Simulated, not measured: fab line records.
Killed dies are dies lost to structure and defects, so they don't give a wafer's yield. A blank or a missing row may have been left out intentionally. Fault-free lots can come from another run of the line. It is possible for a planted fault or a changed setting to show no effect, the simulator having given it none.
Chamber matching ; flow nandHarc ; 4 sister chambers for NHARC_THIN_TSV_CMP_01 on cmp-04
The step polishes. 4 wafers are shown with their chamber, then 9 later ones without.

WAFERS, EACH WITH ITS CHAMBER
wafer;chamber;motorCurrentA (A)
L090.5;1;11.1
L091.1;2;12.0
L091.5;0;10.8
L091.6;3;13.4

WAFERS WITH NO CHAMBER GIVEN
wafer;motorCurrentA (A)
L092.1;11.8
L092.5;13.7
L092.6;11.7
L094.1;10.8
L094.2;13.7
L094.3;10.9
L094.4;11.3
L094.5;11.0
L094.6;13.9

WHICH CHAMBER EACH ONE RAN IN
wafer;from the rows above;in truth
L092.1;can't be placed: 2 or 1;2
L092.5;3;3
L092.6;can't be placed: 2 or 1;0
L094.1;can't be placed: 0 or 1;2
L094.2;3;3
L094.3;can't be placed: 0 or 1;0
L094.4;can't be placed: 1 or 0 or 2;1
L094.5;can't be placed: 1 or 0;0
L094.6;3;3
3 of 9 placed correctly. Can't be placed from these rows: 6 (the true chamber is among the candidates in 4). Number placed wrongly: 0.
How it was worked out, from the rows above alone: a wafer's distance from a chamber is the root of the sum, over the readings, of the square of ((its reading less the chamber's mean) divided by the reading's scatter). The wafer belongs to the nearest chamber; if the next one is less than 2 further off, it can't be placed. A chamber's mean is the mean of its shown wafers. The scatter: root of mean squared gap, hidden wafer to nearest shown wafer, with one shown wafer a chamber.
